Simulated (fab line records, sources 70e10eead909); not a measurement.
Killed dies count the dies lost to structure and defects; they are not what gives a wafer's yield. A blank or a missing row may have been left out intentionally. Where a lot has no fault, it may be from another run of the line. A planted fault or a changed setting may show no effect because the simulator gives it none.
The tool behind it: which one? + flow nand harc + Sampling: 24 lots, 72 wafers, 6 of 1159 route steps

WHAT THE GAUGES READ, wafer by wafer
NHARC_P_M2_OVL_MEAS_10: pitch 340 nm.
| lot  | measured     | on         | overlay x nm (nm) | overlay y nm (nm) |
|------|--------------|------------|-------------------|-------------------|
| L074 | day 6 14:20  | overlay-02 | -0.7 -1.3 -1.2    | 0.4 0.9 1.2       |
| L076 | day 6 17:47  | overlay-02 | -0.1 -0.3 -0.3    | 1.9 2.1 1.3       |
| L075 | day 6 18:35  | overlay-01 | 0.7 0.0 0.0       | -0.3 0.0 -0.4     |
| L077 | day 6 22:56  | overlay-02 | 0.3 -0.3 0.0      | 1.1 -0.1 0.2      |
| L078 | day 7 07:57  | overlay-01 | 0.7 0.8 -0.1      | 0.3 0.2 0.3       |
| L079 | day 7 08:32  | overlay-02 | 0.2 -0.9 -0.2     | 0.9 0.4 0.8       |
| L081 | day 7 15:39  | overlay-02 | 0.1 -0.2 0.5      | -1.0 -1.1 -1.8    |
| L080 | day 7 15:49  | overlay-01 | 0.9 1.0 1.3       | 1.4 1.0 0.5       |
| L083 | day 8 12:31  | overlay-02 | -0.9 -1.0 -1.2    | -0.4 0.1 -0.3     |
| L082 | day 8 13:20  | overlay-02 | -1.0 -0.7 -0.4    | -1.0 -1.0 -1.7    |
| L085 | day 8 15:02  | overlay-02 | -0.2 0.0 0.0      | 0.0 0.0 0.0       |
| L084 | day 8 16:42  | overlay-02 | 0.0 -0.6 -0.7     | 0.8 1.1 0.5       |
| L086 | day 9 08:43  | overlay-02 | -0.3 0.2 -0.2     | 0.1 -0.4 0.6      |
| L087 | day 9 09:46  | overlay-02 | 0.1 -0.1 0.0      | 1.5 1.7 0.9       |
| L088 | day 9 18:05  | overlay-01 | 1.3 1.2 1.3       | -1.6 -1.5 -1.3    |
| L089 | day 10 03:14 | overlay-01 | 0.4 0.6 1.3       | 0.9 0.5 0.1       |
| L090 | day 10 03:55 | overlay-02 | 1.0 0.7 -0.1      | 0.3 0.9 0.0       |
| L091 | day 10 16:22 | overlay-02 | 1.7 1.8 1.9       | 1.3 0.6 0.8       |
| L092 | day 11 00:20 | overlay-01 | -0.1 -0.1 -0.8    | -0.1 0.2 0.0      |
| L093 | day 11 00:39 | overlay-02 | 0.4 0.4 0.4       | 1.1 0.8 1.1       |
| L094 | day 11 03:22 | overlay-02 | -0.1 -0.3 -0.6    | 0.8 0.9 1.0       |
| L095 | day 11 08:58 | overlay-01 | 0.2 0.1 -0.1      | -0.6 -0.2 -0.1    |
| L096 | day 11 14:42 | overlay-01 | 1.7 1.6 1.8       | -1.1 -0.9 -1.5    |
| L097 | day 12 08:42 | overlay-02 | 0.7 0.8 0.5       | 0.6 0.4 0.7       |

NHARC_P_M2_THK_MEAS_24: measures by xrf.
| lot  | measured     | on            | thk nm (nm)       |
|------|--------------|---------------|-------------------|
| L074 | day 6 16:56  | film metro-02 | 143.9 143.9 140.9 |
| L076 | day 6 20:26  | film metro-02 | 145.7 142.3 143.3 |
| L075 | day 6 21:07  | film metro-02 | 144.0 144.9 143.5 |
| L077 | day 7 01:33  | film metro-01 | 143.2 143.9 145.9 |
| L078 | day 7 10:38  | film metro-01 | 146.9 144.8 145.1 |
| L079 | day 7 11:23  | film metro-02 | 146.1 148.7 145.2 |
| L081 | day 7 18:25  | film metro-02 | 144.0 144.6 143.5 |
| L080 | day 7 18:25  | film metro-01 | 142.9 141.5 142.7 |
| L083 | day 8 15:23  | film metro-01 | 145.5 144.1 144.9 |
| L082 | day 8 15:52  | film metro-02 | 145.2 143.5 142.4 |
| L085 | day 8 17:58  | film metro-01 | 143.8 145.4 142.5 |
| L084 | day 8 19:15  | film metro-02 | 147.0 146.9 146.4 |
| L086 | day 9 11:14  | film metro-02 | 145.5 143.7 147.2 |
| L087 | day 9 12:16  | film metro-01 | 141.3 144.7 143.0 |
| L088 | day 9 20:40  | film metro-01 | 147.3 144.9 144.7 |
| L089 | day 10 05:47 | film metro-02 | 143.5 144.1 144.9 |
| L090 | day 10 06:26 | film metro-01 | 142.8 143.5 146.3 |
| L091 | day 10 19:04 | film metro-02 | 143.7 146.7 144.8 |
| L092 | day 11 03:06 | film metro-01 | 140.4 145.0 143.2 |
| L093 | day 11 03:25 | film metro-02 | 143.4 143.9 145.5 |
| L094 | day 11 05:53 | film metro-01 | 144.1 140.5 142.7 |
| L095 | day 11 11:30 | film metro-02 | 141.6 143.7 144.2 |
| L096 | day 11 17:46 | film metro-01 | 146.7 142.7 143.7 |
| L097 | day 12 11:14 | film metro-02 | 143.5 145.5 143.7 |

TOOL THAT RAN EACH LOT (tool first, then ch and the chambers of the sampled wafers, then the start)
| lot  | NHARC_P_M0_PRE_CLEAN_31         | NHARC_P_M2_ETCH_35                 | NHARC_P_M2_PVD_21                       | NHARC_P_M2_ANNEAL_31             |
|------|---------------------------------|------------------------------------|-----------------------------------------|----------------------------------|
| L074 | pecvd-02 ch 0,1,2, day 6 08:25  | rie diel-09 ch 1,2,3, day 6 14:32  | pvd sputter-01, day 6 16:16 or earlier  | rtp anneal-02 ch 0, day 6 16:16  |
| L076 | pecvd-01 ch 0,2, day 6 12:17    | rie diel-09 ch 0,1, day 6 17:58    | pvd sputter-01, day 6 19:47 or earlier  | rtp anneal-02 ch 0, day 6 19:47  |
| L075 | pecvd-02 ch 1,2, day 6 12:35    | rie diel-10 ch 0,3, day 6 18:47    | pvd sputter-02, day 6 20:30 or earlier  | rtp anneal-02 ch 0, day 6 20:30  |
| L077 | pecvd-01 ch 0,1, day 6 17:29    | rie diel-03 ch 0,1,3, day 6 23:08  | pvd sputter-03, day 7 00:48 or earlier  | rtp anneal-01 ch 0, day 7 00:48  |
| L078 | pecvd-03 ch 0,1,2, day 7 02:32  | rie diel-09 ch 0,1, day 7 08:09    | pvd sputter-03, day 7 09:58 or earlier  | rtp anneal-02 ch 0, day 7 09:58  |
| L079 | pecvd-03 ch 0,1,2, day 7 02:58  | rie diel-09 ch 0,1, day 7 08:52    | pvd sputter-01, day 7 10:44 or earlier  | rtp anneal-02 ch 0, day 7 10:44  |
| L081 | pecvd-01 ch 0,1, day 7 09:11    | rie diel-09 ch 0,1,3, day 7 15:51  | pvd sputter-03, day 7 17:45 or earlier  | rtp anneal-01 ch 0, day 7 17:45  |
| L080 | pecvd-03 ch 0,1,2, day 7 09:29  | rie diel-09 ch 0,1,3, day 7 16:04  | pvd sputter-02, day 7 17:54 or earlier  | rtp anneal-02 ch 0, day 7 17:54  |
| L083 | pecvd-02 ch 0,1,2, day 8 06:58  | rie diel-03 ch 1,2,3, day 8 12:43  | pvd sputter-01, day 8 14:43 or earlier  | rtp anneal-02 ch 0, day 8 14:43  |
| L082 | pecvd-02 ch 1,2, day 8 07:43    | rie diel-09 ch 0,1, day 8 13:31    | pvd sputter-03, day 8 15:14 or earlier  | rtp anneal-01 ch 0, day 8 15:14  |
| L085 | pecvd-02 ch 0,2, day 8 09:35    | rie diel-09 ch 0,1, day 8 15:13    | pvd sputter-01, day 8 17:21 or earlier  | rtp anneal-02 ch 0, day 8 17:21  |
| L084 | pecvd-03 ch 0,1,2, day 8 10:48  | rie diel-09 ch 0,1, day 8 16:53    | pvd sputter-01, day 8 18:36 or earlier  | rtp anneal-02 ch 0, day 8 18:36  |
| L086 | pecvd-02 ch 0,1,2, day 9 03:18  | rie diel-09 ch 0,1,2, day 9 08:55  | pvd sputter-03, day 9 10:38 or earlier  | rtp anneal-01 ch 0, day 9 10:38  |
| L087 | pecvd-02 ch 1,2, day 9 04:10    | rie diel-09 ch 1,3, day 9 09:56    | pvd sputter-01, day 9 11:40 or earlier  | rtp anneal-02 ch 0, day 9 11:40  |
| L088 | pecvd-03 ch 0,1,2, day 9 12:26  | rie diel-10 ch 0,2,3, day 9 18:17  | pvd sputter-03, day 9 20:07 or earlier  | rtp anneal-01 ch 0, day 9 20:07  |
| L089 | pecvd-02 ch 0,2, day 9 21:39    | rie diel-09 ch 0,2,3, day 10 03:26 | pvd sputter-03, day 10 05:07 or earlier | rtp anneal-01 ch 0, day 10 05:07 |
| L090 | pecvd-01 ch 0,2, day 9 22:20    | rie diel-09 ch 0,3, day 10 04:05   | pvd sputter-01, day 10 05:47 or earlier | rtp anneal-02 ch 0, day 10 05:47 |
| L091 | pecvd-02 ch 0,1,2, day 10 10:43 | rie diel-09 ch 1,2, day 10 16:32   | pvd sputter-02, day 10 18:34 or earlier | rtp anneal-02 ch 0, day 10 18:34 |
| L092 | pecvd-01 ch 0,1,2, day 10 18:33 | rie diel-09 ch 0,3, day 11 00:31   | pvd sputter-02, day 11 02:29 or earlier | rtp anneal-01 ch 0, day 11 02:29 |
| L093 | pecvd-03 ch 1,2, day 10 18:41   | rie diel-09 ch 0,3, day 11 00:53   | pvd sputter-02, day 11 02:45 or earlier | rtp anneal-01 ch 0, day 11 02:45 |
| L094 | pecvd-03 ch 0,1, day 10 21:49   | rie diel-09 ch 0,1,3, day 11 03:32 | pvd sputter-02, day 11 05:16 or earlier | rtp anneal-01 ch 0, day 11 05:16 |
| L095 | pecvd-02 ch 0,1,2, day 11 03:32 | rie diel-09 ch 0,1,2, day 11 09:10 | pvd sputter-01, day 11 10:50 or earlier | rtp anneal-01 ch 0, day 11 10:50 |
| L096 | pecvd-03 ch 0,1,2, day 11 09:22 | rie diel-03 ch 0,2,3, day 11 14:54 | pvd sputter-01, day 11 17:16 or earlier | rtp anneal-01 ch 0, day 11 17:16 |
| L097 | pecvd-02 ch 0,2, day 12 03:06   | rie diel-10 ch 0,1,2, day 12 08:53 | pvd sputter-02, day 12 10:37 or earlier | rtp anneal-01 ch 0, day 12 10:37 |
- NHARC_P_M0_PRE_CLEAN_31: time 12 s.
- NHARC_P_M2_ETCH_35: etches the open film in N2/H2, target depth 40 nm, overetch 12 nm, time 43.94 s.
- NHARC_P_M2_PVD_21: deposits Cu, target thk 30 nm, time 20.49 s.
- NHARC_P_M2_ANNEAL_31: time 90 s.

AS READ BY THE TOOLS THEMSELVES (means over the sampled wafers that have a number; for cases with no such wafer, the mark the record gives instead)
NHARC_P_M0_PRE_CLEAN_31.
| lot  | tool     | heater power outer w (W) | heater power w (W) | susceptor temp C (C) |
|------|----------|--------------------------|--------------------|----------------------|
| L074 | pecvd-02 | 402                      | 682                | 369.99               |
| L076 | pecvd-01 | 439                      | 702                | 370.17               |
| L075 | pecvd-02 | 384                      | 662                | 370.12               |
| L077 | pecvd-01 | 389                      | 665                | 370.10               |
| L078 | pecvd-03 | 344                      | 633                | 369.96               |
| L079 | pecvd-03 | 332                      | 613                | 369.76               |
| L081 | pecvd-01 | 404                      | 651                | 370.33               |
| L080 | pecvd-03 | 320                      | 602                | 369.75               |
| L083 | pecvd-02 | 346                      | 595                | 369.95               |
| L082 | pecvd-02 | 426                      | 702                | 370.01               |
| L085 | pecvd-02 | 384                      | 643                | 369.90               |
| L084 | pecvd-03 | 306                      | 590                | 369.98               |
| L086 | pecvd-02 | 348                      | 594                | 370.09               |
| L087 | pecvd-02 | 378                      | 641                | 370.04               |
| L088 | pecvd-03 | 317                      | 610                | 369.89               |
| L089 | pecvd-02 | 321                      | 582                | 369.97               |
| L090 | pecvd-01 | 398                      | 645                | 370.14               |
| L091 | pecvd-02 | 396                      | 664                | 370.12               |
| L092 | pecvd-01 | 400                      | 664                | 370.08               |
| L093 | pecvd-03 | 299                      | 573                | 369.94               |
| L094 | pecvd-03 | 333                      | 615                | 369.95               |
| L095 | pecvd-02 | 382                      | 642                | 369.94               |
| L096 | pecvd-03 | 338                      | 632                | 369.94               |
| L097 | pecvd-02 | 315                      | 566                | 369.81               |

NHARC_P_M2_ETCH_35.
| lot  | tool        | drypump motor current A (A) | oes product au (a.u.) | rf vpp V (V) | showerhead plenum p Torr (Torr) | throttle valve pct (%) |
|------|-------------|-----------------------------|-----------------------|--------------|---------------------------------|------------------------|
| L074 | rie diel-09 | 5.7                         | 0.996                 | 429.6        | 2.03                            | 14.172                 |
| L076 | rie diel-09 | 6.2                         | 1.011                 | 432.1        | 2.09                            | 14.169                 |
| L075 | rie diel-10 | 5.3                         | 1.000                 | 430.4        | 2.02                            | 14.180                 |
| L077 | rie diel-03 | 6.0                         | 0.994                 | 431.0        | 2.01                            | 14.180                 |
| L078 | rie diel-09 | 6.0                         | 1.018                 | 430.2        | 2.06                            | 14.177                 |
| L079 | rie diel-09 | 5.9                         | 1.002                 | 430.9        | 2.07                            | 14.180                 |
| L081 | rie diel-09 | 6.2                         | 0.999                 | 429.6        | 2.02                            | 14.169                 |
| L080 | rie diel-09 | 6.2                         | 1.013                 | 429.6        | 2.02                            | 14.174                 |
| L083 | rie diel-03 | 5.7                         | 0.991                 | 431.3        | 2.07                            | 14.173                 |
| L082 | rie diel-09 | 6.2                         | 1.006                 | 432.1        | 2.09                            | 14.168                 |
| L085 | rie diel-09 | 5.9                         | 1.010                 | 430.4        | 2.06                            | 14.177                 |
| L084 | rie diel-09 | 5.9                         | 1.020                 | 431.1        | 2.06                            | 14.160                 |
| L086 | rie diel-09 | 5.7                         | 0.989                 | 432.3        | 2.10                            | 14.179                 |
| L087 | rie diel-09 | 6.3                         | 1.003                 | 429.3        | 1.95                            | 14.177                 |
| L088 | rie diel-10 | 5.6                         | 1.003                 | 431.4        | 2.06                            | 14.180                 |
| L089 | rie diel-09 | 6.0                         | 0.992                 | 430.8        | 2.06                            | 14.170                 |
| L090 | rie diel-09 | 6.5                         | 0.998                 | 428.3        | 1.97                            | 14.169                 |
| L091 | rie diel-09 | 5.4                         | 1.006                 | 431.3        | 2.08                            | 14.156                 |
| L092 | rie diel-09 | 6.5                         | 0.993                 | 428.5        | 1.97                            | 14.172                 |
| L093 | rie diel-09 | 6.5                         | 0.996                 | 429.0        | 1.97                            | 14.174                 |
| L094 | rie diel-09 | 6.2                         | 0.999                 | 430.0        | 2.02                            | 14.176                 |
| L095 | rie diel-09 | 5.7                         | 0.996                 | 432.5        | 2.10                            | 14.176                 |
| L096 | rie diel-03 | 5.9                         | 0.996                 | 431.8        | 2.08                            | 14.172                 |
| L097 | rie diel-10 | 6.1                         | 1.004                 | 431.3        | 2.06                            | 14.171                 |

NHARC_P_M2_PVD_21.
| lot  | tool           | chamber pressure pa (Pa) | throttle valve pct (%) |
|------|----------------|--------------------------|------------------------|
| L074 | pvd sputter-01 | 4.995                    | 30.6                   |
| L076 | pvd sputter-01 | 4.999                    | 30.5                   |
| L075 | pvd sputter-02 | 4.999                    | 30.7                   |
| L077 | pvd sputter-03 | 4.996                    | 31.5                   |
| L078 | pvd sputter-03 | 4.995                    | 30.6                   |
| L079 | pvd sputter-01 | 5.002                    | 30.9                   |
| L081 | pvd sputter-03 | 4.987                    | 30.1                   |
| L080 | pvd sputter-02 | 5.001                    | 30.2                   |
| L083 | pvd sputter-01 | 4.996                    | 29.4                   |
| L082 | pvd sputter-03 | 4.999                    | 30.2                   |
| L085 | pvd sputter-01 | 5.003                    | 30.8                   |
| L084 | pvd sputter-01 | 5.001                    | 30.1                   |
| L086 | pvd sputter-03 | 5.000                    | 30.6                   |
| L087 | pvd sputter-01 | 5.004                    | 29.8                   |
| L088 | pvd sputter-03 | 4.998                    | 30.5                   |
| L089 | pvd sputter-03 | 5.001                    | 29.1                   |
| L090 | pvd sputter-01 | 5.013                    | 29.0                   |
| L091 | pvd sputter-02 | 5.003                    | 31.2                   |
| L092 | pvd sputter-02 | 5.002                    | 30.0                   |
| L093 | pvd sputter-02 | 5.003                    | 30.1                   |
| L094 | pvd sputter-02 | 5.001                    | 30.1                   |
| L095 | pvd sputter-01 | 4.995                    | 29.7                   |
| L096 | pvd sputter-01 | 4.995                    | 29.6                   |
| L097 | pvd sputter-02 | 4.990                    | 31.0                   |

NHARC_P_M2_ANNEAL_31.
| lot  | tool          | anneal temp c (C) | wafer_temp_C_max |
|------|---------------|-------------------|------------------|
| L074 | rtp anneal-02 | 225.06            | 226.2            |
| L076 | rtp anneal-02 | 224.93            | 226.2            |
| L075 | rtp anneal-02 | 224.93            | 226.0            |
| L077 | rtp anneal-01 | 224.91            | 226.5            |
| L078 | rtp anneal-02 | 224.96            | 226.2            |
| L079 | rtp anneal-02 | 225.14            | 226.4            |
| L081 | rtp anneal-01 | 225.15            | 226.7            |
| L080 | rtp anneal-02 | 225.02            | 226.1            |
| L083 | rtp anneal-02 | 225.18            | 226.1            |
| L082 | rtp anneal-01 | 225.20            | 226.5            |
| L085 | rtp anneal-02 | 224.94            | 225.9            |
| L084 | rtp anneal-02 | 224.77            | 226.2            |
| L086 | rtp anneal-01 | 224.78            | 226.3            |
| L087 | rtp anneal-02 | 224.77            | 226.1            |
| L088 | rtp anneal-01 | 225.00            | 226.7            |
| L089 | rtp anneal-01 | 225.07            | 226.8            |
| L090 | rtp anneal-02 | 224.89            | 226.6            |
| L091 | rtp anneal-02 | 225.21            | 226.5            |
| L092 | rtp anneal-01 | 225.01            | 226.7            |
| L093 | rtp anneal-01 | 224.77            | 226.4            |
| L094 | rtp anneal-01 | 224.93            | 226.8            |
| L095 | rtp anneal-01 | 225.06            | 226.7            |
| L096 | rtp anneal-01 | 224.86            | 227.0            |
| L097 | rtp anneal-01 | 225.03            | 226.6            |

THE ANSWER, worked out from the rows above alone
Rule: what is usual is taken from the lots themselves. The widest of any qualifying gaps counts: lots, ordered by their means at a reading, are off when they make up no more than a third of the lots, leave a main group of 4 or more, and stand apart from it by 3 or more times the standard deviation of that group's means. A main group whose means are all the same, to the digits that the tables above print for the reading, isn't used. A lot without any number at a reading at which 4 lots or more have one is off too. Where the step has rows for the other lots, those lots are counted as sound. After the gauges, taken in route order, come the tools' own readings; for these a lot's mean is taken, as printed above. At the first step where some lot is off, the reading lying furthest off is the one used; lots without a number count as furthest.
Nothing can be told from this: no lot is off at any reading shown.

WHAT THE SIMULATOR HAD PUT IN
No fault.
